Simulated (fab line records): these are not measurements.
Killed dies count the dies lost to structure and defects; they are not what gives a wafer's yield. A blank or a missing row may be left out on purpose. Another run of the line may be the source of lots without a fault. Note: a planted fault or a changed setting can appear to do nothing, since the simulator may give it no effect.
Chamber matching ; flow n5Finfet ; N5_FIN_CUT_CUT_ETCH_28 on rieSi-01 has 4 sister chambers
The step etches Si in HBr/Cl2/O2, target depth 6 nm, time 2.4 s. 8 wafers are shown with their chamber, then 12 later ones without.

WAFERS, EACH WITH ITS CHAMBER
wafer;chamber;throttleValvePct (%);drypumpMotorCurrentA (A)
L088.3;3;37.02;6.0
L088.5;1;37.18;6.2
L089.1;2;37.47;5.4
L089.3;0;37.18;6.0
L089.4;1;37.18;6.2
L090.1;0;37.15;6.0
L090.2;3;37.02;6.0
L090.3;2;37.47;5.5

WAFERS MISSING THEIR CHAMBER
wafer;throttleValvePct (%);drypumpMotorCurrentA (A)
L093.1;37.17;6.3
L093.2;37.47;5.4
L093.5;37.18;6.3
L094.2;37.47;5.4
L094.3;37.17;6.1
L094.5;37.15;6.3
L095.2;37.16;6.3
L095.4;37.17;6.1
L095.6;37.16;6.2
L097.1;37.49;5.4
L097.2;37.03;6.0
L097.4;37.16;6.0

EACH ONE'S CHAMBER
wafer;from the rows above;in truth
L093.1;1;1
L093.2;2;2
L093.5;1;1
L094.2;2;2
L094.3;can't be placed: 0 or 1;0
L094.5;1;1
L095.2;1;1
L095.4;can't be placed: 0 or 1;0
L095.6;1;1
L097.1;2;2
L097.2;3;3
L097.4;0;0
Correctly placed: 10 of 12. From these rows, 2 cannot be placed; in 2 the true chamber is one of the candidates. Placed wrongly: 0.
How it was worked out, from the rows above alone: a wafer's distance from a chamber is the root of the sum, over the readings, of the square of ((its reading less the chamber's mean) divided by the reading's scatter). The wafer belongs to the nearest chamber; if the next one is less than 2 further off, it can't be placed. For every chamber, the mean is computed from those of its wafers that are shown. The scatter is the square root of a quotient: the sum, over the shown wafers, of each reading's squared deviation from its chamber's mean, divided by wafers minus chambers.
